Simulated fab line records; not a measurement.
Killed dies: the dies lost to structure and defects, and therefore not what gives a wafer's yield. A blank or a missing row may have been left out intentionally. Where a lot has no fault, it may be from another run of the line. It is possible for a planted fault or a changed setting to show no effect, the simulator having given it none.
fab line records | flow nand-harc
[record] lots = 7 wafers = 21 last-day = 32
route steps=1302 shown A_ZERO_WELL@403 A_SOURCE_PLATE@413 END@1302
lots untouched by any fault: they come from a run of this same line in which no faults occurred
start-h: hours from the record's first day to the start of the lot's first wafer shown | wait-h: hours from the lot's prior step to this one | " the same as in the row above | L1.1+2: a single row standing in for several wafers | - no value, or no start was given | * or withheld: withheld | < > ~ a bound
route shown NAME@n: a module of which the file shows steps, and the number in the route of the first | usual: mean/standard deviation of fault-free wafers | same: alike in all rows | chamber/n: place in a boat | sites: per-site readings | _std_site: standard deviation across them | _edge_site: outer sites' mean less inner sites' | radius-mm: how far each site lies from the wafer's centre | mask NAME#n: copy n | behind: the tool/chamber that last shaped the wafer | hold: the reason the lot was held/the length of the hold in hours/how it ended | device: whichever transistor did not switch (one of n, p or np) | end of line: the route-end tests of the same wafers | step lacking rows: just its recipe | killed: the dies lost at the first sort to structure and to defects; this is not the yield of the wafer | map: the dies of a wafer, with x for killed, . for not killed, _ for no die there
set.NAME: the setting the step ran with; set.NAME@STEP: the setting that earlier step ran with | model.NAME: the simulator's own value behind a step, which no gauge read
a table for each step, a row for each wafer; lots at some steps of the route
services: a tool's chamber out of use, with start hour (start-h, from the record's first day; less than 0 if before it), hours out, and reason
[[steps]]
[step NHARC_A_ZERO_WELL_DESCUM_12]
[recipe] time-s = 3 o2-flow-sccm = 200 ar-flow-sccm = 0 bias-power-w = 0 chemistry = O2
[usual] chamber-pressure-mTorr = 60.00/0.052 drypump-motor-current-A = 5.9/0.49 oes-product-au = 1.000/0.0072 rf-vpp-V = 57.6/0.94 showerhead-plenum-p-Torr = 1.92/0.078 throttle-valve-pct = 11.311/0.0093
[same] bias-power-w = 0
// columns lot.wafer tool chamber start-h wait-h chamber-pressure-mTorr drypump-motor-current-A oes-product-au rf-hours-counter-h rf-vpp-V showerhead-plenum-p-Torr throttle-valve-pct
L292.3 rie-diel-07 3 155.32 - 60.03 6.5 0.996 1 57.4 1.89 11.314
L292.1 " 2 " " 59.95 5.0 0.998 0 57.7 1.93 11.314
L292.6 " 0 " " 59.94 6.2 0.987 - 56.1 1.83 11.319
L291.1 rie-diel-08 3 155.50 - 60.07 5.8 0.996 22 58.1 2.02 11.323
L291.4 " 0 " " 59.96 6.0 0.992 20 57.8 1.99 11.309
L291.6 " 0 " " 60.05 6.0 0.994 - 57.7 1.99 11.325
L295.3 rie-diel-07 0 187.02 - 60.00 6.1 0.987 1 56.8 1.83 11.319
L295.5 " 1 " " 60.01 5.7 1.005 - 58.4 2.02 11.322
L295.6 " 2 " " 60.05 5.1 0.990 - 57.8 1.93 11.311
L302.1 rie-diel-09 0 256.03 - 60.06 6.0 1.004 26 58.9 1.81 11.309
L302.2 " 2 " " 59.97 6.2 1.000 25 57.7 1.77 11.299
L302.5 " 0 " " 59.93 6.0 1.001 - 56.1 1.81 11.319
L305.1 rie-diel-09 1 288.03 - 59.95 4.7 1.006 44 56.9 1.95 11.322
L305.3 " 2 " " 60.00 6.2 1.011 34 57.4 1.77 11.333
L305.6 " 0 " " 59.95 6.0 1.005 - 57.5 1.80 11.318
L306.2 rie-diel-09 1 300.47 - 59.96 4.7 1.006 47 57.7 1.94 11.318
L306.1 " 0 " " 60.02 6.0 1.010 39 57.7 1.80 11.308
L306.5 " 2 " " 60.03 6.1 0.997 - 57.0 1.77 11.311
L310.1 rie-diel-07 0 338.53 - 60.17 6.2 1.005 1 58.2 1.83 11.305
L310.3 " 1 " " 59.87 5.7 1.003 1 58.3 2.02 11.296
L310.5 " 0 " " 59.96 6.2 1.009 - 57.7 1.83 11.294
[step NHARC_A_ZERO_WELL_ETCH_19]
[recipe] target-depth-a = 800 overetch-a = 240 time-s = 87.88 ion-energy-ev = 200 n2-flow-sccm = 150 h2-flow-sccm = 150 ar-flow-sccm = 0 rf-w = 400 bias-w = 150 chemistry = N2/H2
[usual] chamber-pressure-mTorr = 30.002/0.025 drypump-motor-current-A = 5.9/0.5 oes-product-au = 0.999/0.007 rf-vpp-V = 430.7/2.5 showerhead-plenum-p-Torr = 2.05/0.085 throttle-valve-pct = 14.172/0.0096
// columns lot.wafer tool chamber start-h wait-h chamber-pressure-mTorr drypump-motor-current-A oes-product-au rf-hours-counter-h rf-vpp-V showerhead-plenum-p-Torr throttle-valve-pct
L292.3 rie-diel-07 3 155.40 0.1 30.047 6.5 0.992 1 431.1 2.02 14.180
L292.1 " 1 " " 30.004 5.8 0.999 0 433.5 2.16 14.180
L292.6 " 3 " " 29.992 6.5 0.989 - 431.4 2.02 14.200
L291.4 rie-diel-08 3 155.59 0.1 29.987 5.9 1.008 22 433.0 2.16 14.172
L291.1 " 0 " " 30.007 6.0 0.984 20 432.8 2.13 14.183
L291.6 " 3 " " 29.986 5.8 1.000 - 433.6 2.16 14.166
L295.3 rie-diel-07 0 187.08 0.1 30.028 6.1 0.993 1 427.7 1.95 14.175
L295.6 " 0 " " 30.011 6.2 0.998 - 427.2 1.95 14.172
L295.5 " 1 " " 30.039 5.8 0.985 - 432.1 2.16 14.198
L302.1 rie-diel-09 2 256.11 0.1 29.977 6.1 0.996 25 427.0 1.89 14.173
L302.2 " 3 " " 30.012 6.4 0.996 36 432.3 2.07 14.161
L302.5 " 1 " " 30.002 4.7 1.003 - 432.0 2.08 14.177
L305.3 rie-diel-09 2 288.10 0.1 30.002 6.1 1.001 34 426.6 1.88 14.173
L305.1 " 3 " " 29.981 6.4 1.002 44 430.7 2.06 14.166
L305.6 " 3 " " 30.024 6.4 1.008 - 431.3 2.06 14.169
L306.1 rie-diel-09 0 300.57 0.1 30.028 6.0 1.004 39 428.2 1.92 14.192
L306.2 " 1 " " 30.038 4.7 0.999 47 431.5 2.07 14.178
L306.5 " 2 " " 30.008 6.1 1.008 - 426.4 1.88 14.156
L310.1 rie-diel-07 0 338.60 0.1 29.962 6.1 0.999 1 427.9 1.94 14.172
L310.3 " 3 " " 30.023 6.5 1.005 1 430.4 2.01 14.159
L310.5 " 0 " " 29.956 6.1 1.004 - 428.9 1.94 14.173
[step NHARC_A_ZERO_WELL_ETCH_13]
[recipe] target-depth-a = 1200 time-s = 40.1 hbr-flow-sccm = 150 cl2-flow-sccm = 50 rf-w = 400 icp-w = 400 bias-w = 100 chemistry = HBr/Cl2
[usual] chamber-pressure-mTorr = 15.000/0.013 drypump-motor-current-A = 5.7/0.47 oes-product-au = 0.997/0.0073 throttle-valve-pct = 26.405/0.0085
// columns lot.wafer tool chamber start-h wait-h chamber-pressure-mTorr drypump-motor-current-A oes-product-au rf-hours-counter-h throttle-valve-pct
L292.3 rie-si-06 3 155.53 - 14.967 6.0 0.997 0.37 26.398
L292.1 " 0 " " 15.004 5.6 0.982 0.37 26.401
L292.6 " 2 " " 15.027 6.0 0.999 - 26.412
L291.1 rie-si-03 3 155.72 - 15.006 6.1 0.992 0.71 26.410
L291.4 " 2 " " 14.996 6.4 0.990 0.58 26.404
L291.6 " 0 " " 15.011 6.1 0.991 - 26.414
L295.3 rie-si-06 1 187.21 - 15.000 5.6 0.999 0.59 26.402
L295.6 " 0 " " 15.017 5.6 1.002 - 26.394
L295.5 " 1 " " 14.985 5.6 1.009 - 26.415
L302.1 rie-si-03 2 256.22 - 14.978 6.4 0.996 0.14 26.410
L302.2 " 1 " " 14.990 5.3 1.000 0.16 26.395
L302.5 " 3 " " 15.012 6.1 0.994 - 26.414
L305.1 rie-si-03 0 288.22 - 15.034 6.1 0.982 0.33 26.394
L305.3 " 3 " " 14.986 6.1 1.002 0.36 26.406
L305.6 " 0 " " 14.997 6.1 0.985 - 26.397
L306.1 rie-si-06 1 300.67 - 14.993 5.6 0.997 0.31 26.395
L306.2 " 3 " " 15.009 6.0 0.995 0.37 26.401
L306.5 " 3 " " 14.993 6.0 1.003 - 26.415
L310.1 rie-si-01 1 338.73 - 15.007 6.0 0.997 0.83 26.410
L310.3 " 3 " " 15.007 5.1 1.000 0.91 26.405
L310.5 " 1 " " 15.000 6.0 1.000 - 26.402
[step NHARC_A_ZERO_WELL_STRIP_14]
[recipe] time-s = 900 temp-c = 130 chemistry = SPM
[step NHARC_A_ZERO_WELL_IMPLANT_15]
[recipe] energy-kev = 150 dose-cm2 = 1e+13 tilt-deg = 7
[step NHARC_A_ZERO_WELL_PRECLEAN_22]
[recipe] time-s = 60 temp-c = 50 bath-age-min = 0 chemistry = SC1
[step NHARC_A_ZERO_WELL_SRD_23]
[step NHARC_A_ZERO_WELL_RTA_16]
[recipe] temp-c = 1000 time-s = 10
[usual] lamp-power-pct = 30.2/1.3 lamp_zone_3_pct = 30.2/1.3 wafer_temp_C_max = 1006.8/1.4
// columns lot.wafer tool chamber start-h wait-h lamp-power-pct lamp_zone_3_pct wafer_temp_C_max
L292.1 rtp-anneal-01 0 156.95 - 31.8 31.8 1008.2
L292.3 " 0 " " 31.8 31.8 1008.0
L292.6 " 0 " " 31.8 31.8 1006.5
L291.1 rtp-anneal-01 0 157.13 - 31.8 31.9 1007.1
L291.4 " 0 " " 31.7 31.7 1006.6
L291.6 " 0 " " 31.8 31.8 1009.3
L295.3 rtp-anneal-02 0 188.18 - 29.1 29.2 1006.8
L295.5 " 0 " " 29.1 29.1 1007.8
L295.6 " 0 " " 29.1 29.1 1004.6
L302.1 rtp-anneal-02 0 257.25 - 29.1 29.1 1003.7
L302.2 " 0 " " 29.1 29.1 1006.3
L302.5 " 0 " " 29.1 29.1 1006.8
L305.1 rtp-anneal-01 0 289.16 0.1 31.8 31.8 1009.0
L305.3 " 0 " " 31.8 31.8 1006.3
L305.6 " 0 " " 31.8 31.8 1005.6
L306.1 rtp-anneal-01 0 301.65 - 31.8 31.7 1007.3
L306.2 " 0 " " 31.8 31.7 1009.4
L306.5 " 0 " " 31.7 31.8 1008.4
L310.1 rtp-anneal-01 0 339.80 - 31.8 31.8 1006.8
L310.3 " 0 " " 31.7 31.8 1009.3
L310.5 " 0 " " 31.7 31.8 1008.8
[step NHARC_A_ZERO_WELL_INSPECT_17]
[usual] raw-defect-count = 11/5.6
// columns lot.wafer tool chamber start-h wait-h raw-defect-count
L292.1 defect-inspect-02 - 157.15 0.2 19
L292.3 " - " " 16
L292.6 " - " " 20
L291.1 defect-inspect-01 - 157.33 0.2 13
L291.4 " - " " 7
L291.6 " - " " 7
L295.3 defect-inspect-01 - 188.35 0.1 6
L295.5 " - " " 9
L295.6 " - " " 9
L302.1 defect-inspect-02 - 257.45 0.2 10
L302.2 " - " " 14
L302.5 " - " " 11
L305.1 defect-inspect-01 - 289.36 0.2 9
L305.3 " - " " 10
L305.6 " - " " 7
L306.1 defect-inspect-02 - 301.85 0.2 6
L306.2 " - " " 9
L306.5 " - " " 5
L310.1 defect-inspect-01 - 340.00 0.2 8
L310.3 " - " " 7
L310.5 " - " " 12
[step NHARC_A_SOURCE_PLATE_PRECLEAN_00]
[recipe] time-s = 60 chemistry = HF-LAST
[step NHARC_A_SOURCE_PLATE_SRD_01]
[step NHARC_A_SOURCE_PLATE_OXIDE_02]
[recipe] target-thk-a = 100 temp-c = 900 ox-time-s = 1362 material = SiO2
[usual] ox-temp-c = 899.9/0.46 ox-time-s = 1362/0 zone-power-lower-pct = 19.2/1.6
// columns lot.wafer tool chamber start-h wait-h ox-temp-c ox-time-s zone-power-lower-pct
L291.1 furnace-03 - 160.39 - - - -
L291.4 " - " " - - -
L291.6 " - " " - - -
L291.1 furnace-03 0 164.34 0.3 899.6 1362 20.1
L291.4 " 0 " " 899.5 1362 20.1
L291.6 " 0 " " 899.8 1362 20.2
L292.1 furnace-03 0 160.39 - 900.5 1362 20.2
L292.3 " 0 " " 900.2 1362 20.2
L292.6 " 0 " " 900.2 1362 20.2
L295.3 furnace-08 - 191.31 - - - -
L295.5 " - " " - - -
L295.6 " - " " - - -
L295.3 furnace-03 0 195.30 0.3 899.7 1362 18.9
L295.5 " 0 " " 899.9 1362 19.1
L295.6 " 0 " " 899.9 1362 18.9
L302.1 furnace-08 - 260.28 - - - -
L302.2 " - " " - - -
L302.5 " - " " - - -
L302.1 furnace-08 0 264.23 0.3 899.9 1362 17.5
L302.2 " 0 " " 899.4 1362 17.6
L302.5 " 0 " " 899.8 1362 17.7
L305.1 furnace-03 0 291.65 2.2 899.9 1362 20.1
L305.3 " 0 " " 899.9 1362 20.3
L305.6 " 0 " " 900.9 1362 20.4
L306.1 furnace-01 0 308.71 - 898.9 1362 22.1
L306.2 " 0 " " 900.2 1362 21.8
L306.5 " 0 " " 899.9 1362 21.8
L310.1 furnace-03 0 345.72 - 899.4 1362 20.3
L310.3 " 0 " " 900.0 1362 20.4
L310.5 " 0 " " 899.2 1362 20.2
[step NHARC_A_SOURCE_PLATE_THK_MEAS_09]
[recipe] thk-meas-gauge = ellipsometry
[usual] thk-nm = 9.7/1.2
// columns lot.wafer tool chamber start-h wait-h thk-nm
L292.1 film-metro-01 - 164.44 0.4 8.9
L292.3 " - " " 11.2
L292.6 " - " " 10.5
L291.1 film-metro-02 - 168.72 0.7 15.7
L291.4 " - " " 15.0
L291.6 " - " " 16.1
L295.3 film-metro-02 - 199.71 0.7 16.2
L295.5 " - " " 14.8
L295.6 " - " " 15.5
L302.1 film-metro-01 - 268.61 0.7 15.3
L302.2 " - " " 15.9
L302.5 " - " " 16.3
L305.1 film-metro-01 - 295.74 0.4 9.7
L305.3 " - " " 7.9
L305.6 " - " " 8.5
L306.1 film-metro-02 - 312.78 0.4 9.5
L306.2 " - " " 7.9
L306.5 " - " " 9.6
L310.1 film-metro-02 - 349.80 0.4 10.1
L310.3 " - " " 9.1
L310.5 " - " " 10.3
[step NHARC_A_SOURCE_PLATE_PVD_04]
[recipe] target-thk-a = 500 material = WSi2
[step NHARC_END_SORT_01]
[recipe] temp-c = 25
[usual] killed-at-array = 52/19 killed-at-other = 0.8/1 killed-at-periphery = 3.7/2.5 killed-dies = 56/19 killed-open = 3.5/2 killed-short = 2.2/1.4
[same] gross-dies = 677
// columns lot.wafer tool chamber start-h wait-h killed-at-array killed-at-other killed-at-periphery killed-dies killed-open killed-short
L292.1 prober-01 0 569.29 2.5 76 1 3 80 5 3
L292.3 prober-01 0 570.90 3.1 66 0 0 66 5 3
L292.6 prober-01 0 573.30 4.0 80 0 1 81 3 0
L291.1 prober-02 0 570.32 2.5 20 2 1 23 4 3
L291.4 prober-02 0 572.72 3.4 24 4 4 32 4 3
L291.6 prober-02 0 574.32 4.0 22 0 0 22 0 2
L295.3 prober-02 0 598.33 3.1 51 0 0 51 3 4
L305.1 prober-02 0 704.61 2.5 65 1 4 70 4 4
L305.3 prober-02 0 706.22 3.1 76 2 3 81 7 2
L305.6 prober-02 0 708.62 4.0 66 2 5 73 4 1
L310.1 prober-01 0 762.99 2.5 44 2 3 49 3 1
L310.3 prober-01 0 764.61 3.1 40 0 4 44 3 2
L310.5 prober-01 0 766.23 3.7 39 1 1 41 3 3
// killed by level:class
L292.1 A_CHANNEL_HOLE_D2:chamber-film-flake=24 A_SLIT:chamber-film-flake=17 A_CHANNEL_HOLE_D1:chamber-film-flake=15 A_STAIRCASE:chamber-film-flake=7 A_CONTACT:chamber-film-flake=4 P_GATE:chamber-film-flake=2 A_M0:chamber-film-flake=2 P_GATE:geometric-particle:open=1
L291.1 A_CHANNEL_HOLE_D1:chamber-film-flake=5 A_CONTACT:chamber-film-flake=3 A_WL_FILL:chamber-film-flake=2 P_M0:geometric-particle:short=1 A_ONON_D1:geometric-particle:open=1 A_DECK1_JOINT:geometric-particle:open=1 A_DECK1_JOINT:geometric-particle:short=1 A_SGD_CUT:geometric-particle:short=1
L292.3 A_SLIT:chamber-film-flake=26 A_CHANNEL_HOLE_D2:chamber-film-flake=12 A_CHANNEL_HOLE_D1:chamber-film-flake=8 A_STAIRCASE:chamber-film-flake=7 A_CHANNEL_FILL_D2:geometric-particle:open=3 A_SGD_CUT:geometric-particle:short=2 A_DECK1_JOINT:chamber-film-flake=2 A_CONTACT:chamber-film-flake=2
L291.4 A_CHANNEL_HOLE_D2:chamber-film-flake=6 A_STAIRCASE:chamber-film-flake=3 A_CONTACT:chamber-film-flake=3 THIN_TSV:chamber-film-flake=3 A_CHANNEL_HOLE_D1:chamber-film-flake=2 A_DECK1_JOINT:chamber-film-flake=2 A_CHANNEL_FILL_D2:chamber-film-flake=2 P_GATE:geometric-particle:open=1
L292.6 A_CHANNEL_HOLE_D1:chamber-film-flake=31 A_SLIT:chamber-film-flake=20 A_CHANNEL_HOLE_D2:chamber-film-flake=15 A_STAIRCASE:chamber-film-flake=5 A_CONTACT:chamber-film-flake=4 A_ONON_D1:geometric-particle:open=1 A_ONON_D2:geometric-particle:open=1 A_CHANNEL_FILL_D2:geometric-particle:open=1
L291.6 A_CHANNEL_HOLE_D2:chamber-film-flake=8 A_CONTACT:chamber-film-flake=4 A_CHANNEL_FILL_D2:chamber-film-flake=3 A_CHANNEL_HOLE_D1:chamber-film-flake=2 A_STAIRCASE:chamber-film-flake=2 A_SOURCE_PLATE:geometric-particle:short=1 A_CHANNEL_FILL_D1:geometric-particle:short=1 A_DECK1_JOINT:chamber-film-flake=1
L295.3 A_CHANNEL_HOLE_D2:chamber-film-flake=27 A_CHANNEL_HOLE_D1:chamber-film-flake=10 A_CONTACT:chamber-film-flake=4 A_SOURCE_PLATE:geometric-particle:short=2 A_CHANNEL_FILL_D1:chamber-film-flake=2 A_ONON_D1:geometric-particle:open=1 A_ONON_D2:geometric-particle:open=1 A_CHANNEL_FILL_D2:geometric-particle:short=1
L305.1 A_CHANNEL_HOLE_D2:chamber-film-flake=24 A_CHANNEL_HOLE_D1:chamber-film-flake=16 A_SLIT:chamber-film-flake=8 A_STAIRCASE:chamber-film-flake=6 P_GATE:chamber-film-flake=2 A_CONTACT:chamber-film-flake=2 A_SOURCE_PLATE:geometric-particle:open=1 A_SOURCE_PLATE:geometric-particle:short=1
L305.3 A_CHANNEL_HOLE_D1:chamber-film-flake=32 A_CHANNEL_HOLE_D2:chamber-film-flake=22 A_STAIRCASE:chamber-film-flake=7 A_CONTACT:chamber-film-flake=5 A_BONDPAD:chamber-film-flake=2 P_M0:geometric-particle:open=1 P_M0:geometric-particle:short=1 A_SOURCE_PLATE:geometric-particle:open=1
L305.6 A_CHANNEL_HOLE_D1:chamber-film-flake=34 A_CHANNEL_HOLE_D2:chamber-film-flake=17 A_STAIRCASE:chamber-film-flake=7 P_GATE:chamber-film-flake=2 A_CONTACT:chamber-film-flake=2 THIN_TSV:chamber-film-flake=2 P_CONTACT:geometric-particle:open=1 P_CONTACT:geometric-particle:short=1
L310.1 A_CHANNEL_HOLE_D1:chamber-film-flake=18 A_SLIT:chamber-film-flake=9 A_CONTACT:chamber-film-flake=8 P_CONTACT:geometric-particle:open=2 A_STAIRCASE:chamber-film-flake=2 A_M0:chamber-film-flake=2 THIN_TSV:chamber-film-flake=2 A_DECK1_JOINT:geometric-particle:short=1
L310.3 A_CHANNEL_HOLE_D1:chamber-film-flake=21 A_STAIRCASE:chamber-film-flake=5 A_CONTACT:chamber-film-flake=4 A_CHANNEL_FILL_D2:chamber-film-flake=3 A_M0:chamber-film-flake=3 P_GATE:geometric-particle:open=1 P_M0:geometric-particle:open=1 A_CHANNEL_HOLE_D1:geometric-particle:short=1
L310.5 A_CHANNEL_HOLE_D1:chamber-film-flake=15 A_CONTACT:chamber-film-flake=7 A_SLIT:chamber-film-flake=6 A_STAIRCASE:chamber-film-flake=3 A_CHANNEL_FILL_D1:geometric-particle:short=2 A_DECK1_JOINT:chamber-film-flake=2 A_CHANNEL_FILL_D1:geometric-particle:open=1 A_DECK1_JOINT:geometric-particle:short=1
[[services]]
// columns tool chamber start-h hours kind
rie-diel-09 - 144.00 9.0 pm
rie-diel-09 0 156.89 33.5 repair
rie-diel-09 1 179.69 4.2 repair
furnace-08 - 180.75 4.0 repair
rie-si-06 2 181.71 151.0 repair
rie-diel-09 2 182.55 19.4 repair
rie-si-03 1 214.40 9.1 repair
rie-si-03 - 221.00 9.0 pm
rie-diel-07 1 242.46 23.0 repair
rie-diel-09 2 243.48 2.9 repair
rie-si-06 - 249.00 9.0 pm
rie-diel-07 3 256.23 2.3 repair
rie-si-06 1 269.15 1.3 repair
rie-diel-09 3 269.89 1.6 repair
rie-si-06 1 288.49 6.3 repair
rie-si-06 0 289.62 4.8 repair
rie-diel-07 - 294.20 9.0 pm
rie-si-06 0 294.43 30.2 repair
furnace-03 - 295.83 2.3 repair
furnace-03 - 298.16 26.0 pm
rie-si-06 3 308.20 5.0 repair
rie-diel-09 - 322.71 9.0 pm
rie-diel-07 0 328.18 2.0 repair
rie-si-06 3 331.67 8.8 repair
[[key]]
[first-sign] step = NHARC_A_SOURCE_PLATE_OXIDE_02 reading = visit direction = added
[effect] step = NHARC_A_SOURCE_PLATE_OXIDE_02 reading = tool-record direction = missing
[effect] step = NHARC_A_SOURCE_PLATE_THK_MEAS_09 reading = thk-nm direction = up sigmas = 5.1 usual = 9.7 struck = 15.7
met-at NHARC_A_SOURCE_PLATE_OXIDE_02
struck-wafers L291.1,L291.4,L291.6,L295.3,L295.5,L295.6,L302.1,L302.2,L302.5
tester-left-out L291,L295,L302
[fault] kind = repeated-step-whole tool = furnace-01,furnace-03,furnace-08 chamber = - onset-h = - steps = NHARC_A_SOURCE_PLATE_OXIDE_02 times = 1 scope = struck-lots-only
// tester-left-out: of these lots the tester's yield and bins aren't shown, on N5 and GAA mostly nor the transistor test; their killed dies are dies lost to structure and defects alone, not to doping, threshold or leakage, so they don't give the yield
